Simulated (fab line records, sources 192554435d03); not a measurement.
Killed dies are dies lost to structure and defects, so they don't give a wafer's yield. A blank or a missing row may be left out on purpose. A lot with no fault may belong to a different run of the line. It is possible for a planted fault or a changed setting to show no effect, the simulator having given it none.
Matching of chambers | flow n5-finfet | N5_SDB_DESCUM_16 on rie-diel-02: 4 sister chambers
The step chemistry O2, time 7.9 s. 8 wafers are shown with their chamber, then 10 later ones without.

## WAFERS WITH THEIR CHAMBER
wafer  | chamber | drypump-motor-current-A (A) | throttle-valve-pct (%)
L080.6 | 0       | 5.7                         | 20.82
L082.5 | 2       | 5.5                         | 20.36
L085.1 | 0       | 5.6                         | 20.84
L088.2 | 1       | 4.7                         | 20.61
L088.3 | 3       | 5.1                         | 20.30
L088.5 | 1       | 4.7                         | 20.61
L090.2 | 3       | 5.1                         | 20.30
L090.3 | 2       | 5.5                         | 20.38

## WAFERS WITH NO CHAMBER GIVEN
wafer  | drypump-motor-current-A (A) | throttle-valve-pct (%)
L090.4 | 4.7                         | 20.63
L092.2 | 5.1                         | 20.31
L092.5 | 4.7                         | 20.62
L092.6 | 5.5                         | 20.40
L094.1 | 5.1                         | 20.33
L094.2 | 4.7                         | 20.64
L094.3 | 5.5                         | 20.39
L097.1 | 5.7                         | 20.89
L097.3 | 4.7                         | 20.65
L097.6 | 5.6                         | 20.88

## CHAMBER TAKEN BY EACH
wafer  | from the rows above | in truth
L090.4 | 1                   | 1
L092.2 | 3                   | 3
L092.5 | 1                   | 1
L092.6 | 2                   | 2
L094.1 | 3                   | 3
L094.2 | 1                   | 1
L094.3 | 2                   | 2
L097.1 | 0                   | 0
L097.3 | 1                   | 1
L097.6 | 0                   | 0
Correctly placed: 10 of 10. Can't be placed from these rows: 0. Wrongly placed: 0.
How it was worked out, from the rows above alone: a wafer's distance from a chamber is the root of the sum, over the readings, of the square of ((its reading less the chamber's mean) divided by the reading's scatter). If the next closest chamber is less than 2 further off than the closest, the wafer can't be placed; otherwise it belongs to the closest. The mean given for a chamber averages the wafers shown for that chamber. The scatter: the root of (the sum of the squares of (reading less its chamber's mean) over the shown wafers, divided by (wafers less chambers)).
